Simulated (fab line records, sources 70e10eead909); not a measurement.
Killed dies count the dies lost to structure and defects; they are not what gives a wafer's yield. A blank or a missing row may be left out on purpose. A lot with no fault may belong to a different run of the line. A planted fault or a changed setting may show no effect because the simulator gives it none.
The tool behind it: which one? + flow nand_harc + 24 lots, 72 wafers sampled, at 5 steps of a route of 1302

## WHAT EACH GAUGE READ, for each wafer
NHARC_P_GATE_CD_MEAS_91: the cd target is 2000 nm.
| lot  | measured     | on        | cd_nm (nm)           |
|------|--------------|-----------|----------------------|
| L074 | day 6 01:59  | cd_sem-01 | 1999.4 1999.7 2001.8 |
| L075 | day 6 03:28  | cd_sem-03 | 1997.4 1998.2 1999.9 |
| L076 | day 6 17:00  | cd_sem-01 | 1998.5 2000.2 2002.1 |
| L077 | day 6 22:35  | cd_sem-03 | 1997.0 1997.9 2000.5 |
| L078 | day 7 08:49  | cd_sem-02 | 1999.3 1998.8 1997.7 |
| L079 | day 7 22:44  | cd_sem-01 | 2000.6 2000.4 1998.1 |
| L080 | day 7 23:25  | cd_sem-02 | 1999.6 2001.3 2001.0 |
| L081 | day 8 12:09  | cd_sem-03 | 2000.8 2000.3 2004.3 |
| L082 | day 9 01:02  | cd_sem-02 | 2001.6 2000.0 1999.8 |
| L083 | day 9 12:49  | cd_sem-01 | 2004.8 2002.2 2002.2 |
| L084 | day 9 20:14  | cd_sem-03 | 2003.1 2000.9 2002.7 |
| L085 | day 10 06:12 | cd_sem-02 | 2000.1 2001.1 1998.2 |
| L086 | day 10 14:10 | cd_sem-02 | 2000.1 1997.7 2000.3 |
| L087 | day 11 00:29 | cd_sem-03 | 2002.2 2002.4 2000.1 |
| L088 | day 11 16:35 | cd_sem-03 | 2002.7 2001.7 2000.8 |
| L089 | day 11 20:42 | cd_sem-02 | 2001.2 1998.2 1999.3 |
| L090 | day 12 08:55 | cd_sem-02 | 1999.0 2000.6 1999.8 |
| L091 | day 12 17:37 | cd_sem-02 | 2000.5 2000.5 2001.0 |
| L092 | day 13 06:00 | cd_sem-01 | 1999.1 1999.3 1999.7 |
| L093 | day 13 10:38 | cd_sem-03 | 2000.6 2002.6 2000.4 |
| L094 | day 14 05:29 | cd_sem-02 | 2003.7 2000.3 2000.3 |
| L095 | day 14 05:34 | cd_sem-01 | 2001.6 1999.9 1999.8 |
| L096 | day 15 02:43 | cd_sem-02 | 2002.3 2002.3 2001.3 |
| L097 | day 15 10:29 | cd_sem-02 | 1997.3 1998.2 1999.0 |

NHARC_P_CONTACT_OVL_MEAS_13.
| lot  | measured     | on         | overlay_x_nm (nm) | overlay_y_nm (nm) |
|------|--------------|------------|-------------------|-------------------|
| L074 | day 6 06:46  | overlay-01 | 0.7 0.3 0.2       | 0.9 0.8 1.1       |
| L075 | day 6 08:22  | overlay-01 | 0.1 -0.1 -0.2     | 0.0 -0.2 -0.8     |
| L076 | day 6 21:49  | overlay-02 | 0.4 0.1 -0.3      | 1.2 0.3 0.9       |
| L077 | day 7 03:28  | overlay-02 | -0.4 -0.7 -0.1    | 0.1 -0.1 0.4      |
| L078 | day 7 13:52  | overlay-01 | 0.6 1.4 0.8       | 0.2 -0.4 -0.1     |
| L079 | day 8 03:23  | overlay-01 | -1.0 -0.5 -0.7    | -1.0 -1.0 -0.5    |
| L080 | day 8 04:44  | overlay-01 | -2.5 -2.0 -3.5    | -0.1 0.1 -0.1     |
| L081 | day 8 16:55  | overlay-01 | 0.2 -0.1 0.1      | 1.1 0.9 1.1       |
| L082 | day 9 05:40  | overlay-02 | 1.7 1.4 1.0       | 1.0 0.8 0.3       |
| L083 | day 9 18:13  | overlay-02 | -0.7 -0.2 0.3     | -0.3 -0.4 -0.6    |
| L084 | day 10 00:55 | overlay-02 | -0.5 -0.9 -0.6    | 0.2 0.7 0.2       |
| L085 | day 10 10:57 | overlay-01 | -1.3 -1.7 -1.0    | -0.1 0.4 0.0      |
| L086 | day 10 19:07 | overlay-01 | 0.9 0.8 1.1       | -0.3 0.1 0.1      |
| L087 | day 11 05:31 | overlay-02 | -0.9 -1.4 -0.9    | 1.0 0.9 1.3       |
| L088 | day 11 21:21 | overlay-02 | 0.7 0.4 0.5       | -0.1 0.1 0.0      |
| L089 | day 12 01:20 | overlay-01 | -0.3 -0.2 -0.4    | -0.9 -1.8 -1.4    |
| L090 | day 12 13:49 | overlay-01 | -0.1 0.3 0.2      | -0.2 0.0 -0.4     |
| L091 | day 12 22:47 | overlay-01 | -0.9 -1.2 -0.5    | -0.6 -1.2 -0.6    |
| L092 | day 13 10:53 | overlay-02 | 0.8 1.0 0.9       | 1.1 1.1 1.1       |
| L093 | day 13 15:16 | overlay-01 | -0.6 0.2 -0.8     | 1.2 1.2 1.3       |
| L094 | day 14 10:07 | overlay-02 | -0.5 -1.0 -1.0    | -1.4 -0.7 -0.5    |
| L095 | day 14 10:20 | overlay-02 | -0.5 -0.8 -0.5    | 1.3 1.4 1.7       |
| L096 | day 15 07:21 | overlay-02 | 1.7 1.6 1.0       | 1.0 1.4 1.2       |
| L097 | day 15 15:19 | overlay-02 | 0.3 0.0 0.3       | 1.0 0.2 0.5       |

NHARC_P_M1_CD_MEAS_16.
| lot  | measured     | on        | cd_nm (nm)        |
|------|--------------|-----------|-------------------|
| L074 | day 6 15:25  | cd_sem-01 | 131.3 131.0 130.8 |
| L075 | day 6 17:02  | cd_sem-03 | 130.2 131.5 128.8 |
| L076 | day 7 06:38  | cd_sem-03 | 130.3 131.4 130.1 |
| L077 | day 7 12:02  | cd_sem-03 | 131.1 130.2 130.3 |
| L078 | day 7 22:59  | cd_sem-03 | 130.6 130.9 131.0 |
| L079 | day 8 12:28  | cd_sem-01 | 129.1 130.0 130.3 |
| L080 | day 8 13:14  | cd_sem-03 | 130.6 131.5 131.5 |
| L081 | day 9 01:32  | cd_sem-01 | 131.0 131.2 131.3 |
| L082 | day 9 14:19  | cd_sem-02 | 130.3 131.1 130.8 |
| L083 | day 10 02:53 | cd_sem-03 | 129.3 130.8 130.2 |
| L084 | day 10 09:31 | cd_sem-01 | 131.3 129.4 130.7 |
| L085 | day 10 19:47 | cd_sem-02 | 131.7 131.5 130.8 |
| L086 | day 11 03:37 | cd_sem-03 | 130.5 131.2 130.4 |
| L087 | day 11 14:04 | cd_sem-03 | 131.4 131.1 130.7 |
| L088 | day 12 06:11 | cd_sem-01 | 130.6 129.1 129.7 |
| L089 | day 12 09:56 | cd_sem-02 | 130.8 131.8 130.2 |
| L090 | day 12 22:23 | cd_sem-02 | 129.2 129.8 131.3 |
| L091 | day 13 08:23 | cd_sem-03 | 129.0 130.0 130.5 |
| L092 | day 13 19:46 | cd_sem-03 | 130.7 130.9 130.3 |
| L093 | day 13 23:52 | cd_sem-01 | 129.8 131.5 129.2 |
| L094 | day 14 18:41 | cd_sem-03 | 129.1 131.2 129.6 |
| L095 | day 14 19:35 | cd_sem-01 | 130.3 129.7 130.4 |
| L096 | day 15 16:14 | cd_sem-03 | 130.5 129.0 130.1 |
| L097 | day 15 23:58 | cd_sem-02 | 129.0 130.7 130.0 |

## WHICH TOOL RAN EACH LOT (tool, then ch and the chambers of the sampled wafers, then the start)
| lot  | NHARC_P_GATE_ETCHBACK_37                      | NHARC_P_GATE_STRIP_101             |
|------|-----------------------------------------------|------------------------------------|
| L074 | rie_diel-12 ch 0,3, day 5 21:40 or earlier    | rie_diel-12 ch 1,2, day 5 21:40    |
| L075 | rie_diel-02 ch 0,1,2, day 5 23:18 or earlier  | rie_diel-02 ch 1,2, day 5 23:18    |
| L076 | rie_diel-04 ch 1,2,3, day 6 12:52 or earlier  | rie_diel-04 ch 0,1,3, day 6 12:52  |
| L077 | rie_diel-04 ch 0,2,3, day 6 18:26 or earlier  | rie_diel-04 ch 0,3, day 6 18:26    |
| L078 | rie_diel-02 ch 1,2, day 7 04:24 or earlier    | rie_diel-02 ch 1,2,3, day 7 04:24  |
| L079 | rie_diel-12 ch 1,2, day 7 18:08 or earlier    | rie_diel-12 ch 0,2,3, day 7 18:08  |
| L080 | rie_diel-04 ch 0,1, day 7 19:09 or earlier    | rie_diel-04 ch 0,1,3, day 7 19:09  |
| L081 | rie_diel-04 ch 0,1,2, day 8 07:53 or earlier  | rie_diel-04 ch 0,2,3, day 8 07:53  |
| L082 | rie_diel-12 ch 1,3, day 8 20:59 or earlier    | rie_diel-12 ch 0,1,3, day 8 20:59  |
| L083 | rie_diel-04 ch 0,3, day 9 08:40 or earlier    | rie_diel-04 ch 0,2,3, day 9 08:40  |
| L084 | rie_diel-12 ch 0,1,2, day 9 15:49 or earlier  | rie_diel-12 ch 1,2,3, day 9 15:49  |
| L085 | rie_diel-04 ch 1,2, day 10 01:49 or earlier   | rie_diel-04 ch 0,1,2, day 10 01:49 |
| L086 | rie_diel-04 ch 0,1, day 10 09:47 or earlier   | rie_diel-04 ch 0,1,2, day 10 09:47 |
| L087 | rie_diel-02 ch 1,3, day 10 20:11 or earlier   | rie_diel-02 ch 0,1,2, day 10 20:11 |
| L088 | rie_diel-12 ch 0,1,2, day 11 12:19 or earlier | rie_diel-12 ch 1,2, day 11 12:19   |
| L089 | rie_diel-02 ch 0,1,2, day 11 15:56 or earlier | rie_diel-02 ch 0,2,3, day 11 15:56 |
| L090 | rie_diel-02 ch 0,2,3, day 12 04:40 or earlier | rie_diel-02 ch 0,1,2, day 12 04:40 |
| L091 | rie_diel-04 ch 0,2,3, day 12 13:21 or earlier | rie_diel-04 ch 1,2,3, day 12 13:21 |
| L092 | rie_diel-02 ch 0,1, day 13 01:53 or earlier   | rie_diel-02 ch 2,3, day 13 01:53   |
| L093 | rie_diel-02 ch 0,1, day 13 06:14 or earlier   | rie_diel-02 ch 0,3, day 13 06:14   |
| L094 | rie_diel-12 ch 1,2,3, day 14 01:06 or earlier | rie_diel-12 ch 0,2,3, day 14 01:06 |
| L095 | rie_diel-04 ch 0,2,3, day 14 01:07 or earlier | rie_diel-04 ch 0,1,2, day 14 01:07 |
| L096 | rie_diel-12 ch 0,2,3, day 14 22:34 or earlier | rie_diel-12 ch 0,1,2, day 14 22:34 |
| L097 | rie_diel-04 ch 0,1,3, day 15 06:13 or earlier | rie_diel-04 ch 1,3, day 15 06:13   |
- NHARC_P_GATE_ETCHBACK_37: etches the open film in CHF3/O2, target depth 34.5 nm, time 17.2 s.
- NHARC_P_GATE_STRIP_101: strips in O2, time 20 s.

## AS READ BY THE TOOLS THEMSELVES (means over the sampled wafers that have a number; for cases with no such wafer, the mark the record gives instead)
NHARC_P_GATE_ETCHBACK_37.
| lot  | tool        | drypump_motor_current_A (A) | oes_product_au (a.u.) | rf_vpp_V (V) | showerhead_plenum_p_Torr (Torr) | throttle_valve_pct (%) |
|------|-------------|-----------------------------|-----------------------|--------------|---------------------------------|------------------------|
| L074 | rie_diel-12 | 5.2                         | 1.00                  | 368.9        | 2.33                            | 20.578                 |
| L075 | rie_diel-02 | 6.1                         | 0.92                  | 371.6        | 2.43                            | 20.561                 |
| L076 | rie_diel-04 | 5.4                         | 0.93                  | 371.6        | 2.48                            | 20.567                 |
| L077 | rie_diel-04 | 5.7                         | 0.93                  | 369.7        | 2.39                            | 20.570                 |
| L078 | rie_diel-02 | 6.3                         | 0.92                  | 370.2        | 2.40                            | 20.575                 |
| L079 | rie_diel-12 | 5.7                         | 0.93                  | 369.6        | 2.35                            | 20.570                 |
| L080 | rie_diel-04 | 5.7                         | 0.99                  | 368.9        | 2.35                            | 20.575                 |
| L081 | rie_diel-04 | 5.8                         | 0.95                  | 372.6        | 2.43                            | 20.573                 |
| L082 | rie_diel-12 | 5.4                         | 0.94                  | 367.6        | 2.30                            | 20.573                 |
| L083 | rie_diel-04 | 5.3                         | 1.01                  | 370.2        | 2.37                            | 20.581                 |
| L084 | rie_diel-12 | 5.5                         | 1.00                  | 369.9        | 2.38                            | 20.572                 |
| L085 | rie_diel-04 | 5.5                         | 0.92                  | 372.9        | 2.52                            | 20.571                 |
| L086 | rie_diel-04 | 5.7                         | 0.99                  | 369.4        | 2.35                            | 20.570                 |
| L087 | rie_diel-02 | 6.0                         | 0.95                  | 369.9        | 2.36                            | 20.579                 |
| L088 | rie_diel-12 | 5.5                         | 0.93                  | 369.7        | 2.37                            | 20.577                 |
| L089 | rie_diel-02 | 6.2                         | 0.98                  | 370.7        | 2.42                            | 20.574                 |
| L090 | rie_diel-02 | 6.1                         | 0.93                  | 370.2        | 2.40                            | 20.573                 |
| L091 | rie_diel-04 | 5.7                         | 1.00                  | 370.4        | 2.39                            | 20.565                 |
| L092 | rie_diel-02 | 5.9                         | 0.93                  | 370.9        | 2.41                            | 20.574                 |
| L093 | rie_diel-02 | 5.9                         | 1.00                  | 371.5        | 2.41                            | 20.575                 |
| L094 | rie_diel-12 | 5.5                         | 0.93                  | 368.7        | 2.32                            | 20.582                 |
| L095 | rie_diel-04 | 5.7                         | 0.92                  | 369.0        | 2.38                            | 20.557                 |
| L096 | rie_diel-12 | 5.3                         | 0.99                  | 369.1        | 2.34                            | 20.565                 |
| L097 | rie_diel-04 | 5.3                         | 0.93                  | 370.9        | 2.40                            | 20.571                 |

NHARC_P_GATE_STRIP_101.
| lot  | tool        | drypump_motor_current_A (A) | oes_product_au (a.u.) | rf_vpp_V (V) | showerhead_plenum_p_Torr (Torr) | throttle_valve_pct (%) |
|------|-------------|-----------------------------|-----------------------|--------------|---------------------------------|------------------------|
| L074 | rie_diel-12 | 5.6                         | 1.003                 | 57.5         | 3.45                            | 17.040                 |
| L075 | rie_diel-02 | 6.5                         | 0.990                 | 57.4         | 3.54                            | 17.034                 |
| L076 | rie_diel-04 | 5.3                         | 0.998                 | 59.1         | 3.54                            | 17.027                 |
| L077 | rie_diel-04 | 5.2                         | 1.006                 | 57.3         | 3.48                            | 17.039                 |
| L078 | rie_diel-02 | 6.2                         | 0.995                 | 57.7         | 3.50                            | 17.037                 |
| L079 | rie_diel-12 | 5.3                         | 1.003                 | 57.4         | 3.45                            | 17.035                 |
| L080 | rie_diel-04 | 5.3                         | 1.002                 | 57.5         | 3.53                            | 17.037                 |
| L081 | rie_diel-04 | 5.7                         | 1.010                 | 58.7         | 3.51                            | 17.035                 |
| L082 | rie_diel-12 | 5.4                         | 0.999                 | 56.8         | 3.46                            | 17.030                 |
| L083 | rie_diel-04 | 5.7                         | 0.995                 | 58.0         | 3.50                            | 17.027                 |
| L084 | rie_diel-12 | 5.5                         | 1.004                 | 57.6         | 3.41                            | 17.040                 |
| L085 | rie_diel-04 | 5.8                         | 1.001                 | 58.7         | 3.56                            | 17.036                 |
| L086 | rie_diel-04 | 5.8                         | 0.987                 | 57.7         | 3.56                            | 17.030                 |
| L087 | rie_diel-02 | 6.1                         | 1.006                 | 57.7         | 3.56                            | 17.040                 |
| L088 | rie_diel-12 | 5.6                         | 1.005                 | 57.3         | 3.44                            | 17.038                 |
| L089 | rie_diel-02 | 6.1                         | 0.997                 | 58.1         | 3.53                            | 17.036                 |
| L090 | rie_diel-02 | 6.1                         | 1.005                 | 57.9         | 3.56                            | 17.038                 |
| L091 | rie_diel-04 | 5.4                         | 0.999                 | 58.4         | 3.64                            | 17.040                 |
| L092 | rie_diel-02 | 6.4                         | 1.005                 | 56.7         | 3.51                            | 17.039                 |
| L093 | rie_diel-02 | 5.8                         | 0.991                 | 57.5         | 3.48                            | 17.042                 |
| L094 | rie_diel-12 | 5.4                         | 1.001                 | 58.5         | 3.44                            | 17.037                 |
| L095 | rie_diel-04 | 5.8                         | 0.998                 | 57.7         | 3.56                            | 17.038                 |
| L096 | rie_diel-12 | 5.5                         | 1.015                 | 57.5         | 3.49                            | 17.039                 |
| L097 | rie_diel-04 | 5.0                         | 0.992                 | 58.2         | 3.61                            | 17.042                 |

## THE ANSWER, worked out from the rows above alone
Rule: what is usual is taken from the lots themselves. Put in order of their means at a reading, lots are off if they are a third of the lots or fewer, leave a main group of 4 or more, and stand apart from it by a gap of 3 or more times the standard deviation of the main group's means; of several such gaps the widest counts. A main group is skipped when, at the precision printed for the reading in the tables above, its means are all equal. Also off: a lot with no number at a reading for which 4 or more lots have one. All remaining lots with rows at the step are treated as sound. The gauges are gone through in route order, then the tools' own readings, and for those a lot's mean is taken as printed above. At the first step where some lot is off, the reading lying furthest off is the one used; lots without a number count as furthest.
Across all readings shown, no lot is off: no conclusion can be drawn from this.

## WHAT WAS PUT IN BY THE SIMULATOR
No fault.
